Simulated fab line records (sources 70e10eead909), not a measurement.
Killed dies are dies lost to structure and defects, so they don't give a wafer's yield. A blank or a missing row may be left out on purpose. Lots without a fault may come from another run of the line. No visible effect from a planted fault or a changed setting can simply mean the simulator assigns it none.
Struck lot and sound lot, side by side -- flow nandHarc -- 14 steps out of a route of 1159
Sound: these wafers, L380.2, L380.3, L380.4. Struck: wafer L369.6 (left out: L369.3, L369.5 of the same lot, which were not struck); the cause appears at the end.
Per side, at each step with rows, come the tool, then ch with its chambers, and then its first start. Under that, the readings that differ: sound wafers -- struck wafers -- difference of the means -- sigmas: that difference in standard deviations of wafers without a fault.
alike: readings whose means differ by less than 2 such deviations, and words and numbers that are the same on both sides. not compared: withheld readings, readings that some wafer has no value for, bounds like >300 that may hide the same value, and numbers for which the record gives no deviation and whose values overlap.
A row with sigmas, a row that says differs or no value, or rows on one side alone: a step with any of these is where the two part. Numbers that don't overlap but have no deviation are shown without sigmas and don't part them. A reading that every wafer of one side lacks parts them only if that side has two wafers or more.

NHARC_A_CHANNEL_HOLE_D1_STRIP_27: strips in O2.
  sound: rieDiel-07 ch 0,2,3; struck: rieDiel-10 ch 2
  alike: drypumpMotorCurrentA, oesProductAu, rfVppV, showerheadPlenumPTorr, throttleValvePct
  not compared: rfHoursCounterH
then, 2 steps without rows for these wafers: NHARC_A_CHANNEL_HOLE_D1_PRECLEAN_28 (cleans in SC1); NHARC_A_CHANNEL_HOLE_D1_SRD_29.
NHARC_A_CHANNEL_HOLE_D1_CD_MEAS_30:
  sound on cdSem-03, day 12 02:19; struck on cdSem-02, day 9 04:19
  alike: cdNm
NHARC_A_CHANNEL_HOLE_D1_XSEM_31:
  sound on xsem-01 ch 0, day 12 02:24; struck on xsem-02 ch 0, day 9 04:25
reading,sound,struck,difference,sigmas
tiltDeg (degrees),0.05 0.06 0.05,0.14,+0.09,+2
  alike: botCdNm, bowNm
NHARC_A_CHANNEL_HOLE_D1_INSPECT_40:
  sound on defectInspect-02, day 12 02:29; struck on defectInspect-02, day 9 04:31
  alike: rawDefectCount
then, 2 steps without rows for these wafers: NHARC_A_CHANNEL_FILL_D1_PRECLEAN_00 (cleans in SC1); NHARC_A_CHANNEL_FILL_D1_SRD_01.
NHARC_A_CHANNEL_FILL_D1_ALD_02: deposits SiO2, target thk 6 nm, pulse time 10 s, ald cycles 60.
  sound on aldHk-03 ch 0,2,3, day 12 02:41; struck on aldHk-03 ch 0, day 9 04:59
  alike: heaterPowerW, precursorPulseHeightRel
  not compared: aldCycles
then, 1 step without rows for these wafers: NHARC_A_CHANNEL_FILL_D1_ALD_03 (deposits SiNx, target thk 6 nm, pulse time 60 s, ald cycles 58).
NHARC_A_CHANNEL_FILL_D1_ALD_14: deposits SiO2, target thk 2.5 nm, pulse time 10 s, ald cycles 25.
  sound on aldHk-02 ch 0,1,3, day 12 10:53; struck on aldHk-01 ch 2, day 9 12:16
  alike: heaterPowerW, precursorPulseHeightRel
  not compared: aldCycles
NHARC_A_CHANNEL_FILL_D1_ALD_15: deposits SiNx, target thk 2 nm, pulse time 60 s, ald cycles 19.
  sound: aldSinBatch-01 ch 0; struck: aldSinBatch-01 ch 0
  alike: precursorPulseHeightRel
  not compared: aldCycles
NHARC_A_CHANNEL_FILL_D1_ALD_16: deposits SiO2, target thk 1.5 nm, pulse time 10 s, ald cycles 15.
  sound on aldHk-02 ch 0,1,3, day 12 16:02; struck on aldHk-01 ch 3, day 9 17:28
reading,sound,struck,difference,sigmas
aldCycles,15 15 15,7,-8,
heaterPowerW (W),475 467 485,564,+88,+2
  alike: precursorPulseHeightRel
then, 1 step without rows for these wafers: NHARC_A_CHANNEL_FILL_D1_ANNEAL_17 (time 1800 s).

## WHERE THEY PART
At NHARC_A_CHANNEL_HOLE_D1_XSEM_31 first; at NHARC_A_CHANNEL_FILL_D1_ALD_16 last (within this record only).

WHY: the cause the simulator had injected
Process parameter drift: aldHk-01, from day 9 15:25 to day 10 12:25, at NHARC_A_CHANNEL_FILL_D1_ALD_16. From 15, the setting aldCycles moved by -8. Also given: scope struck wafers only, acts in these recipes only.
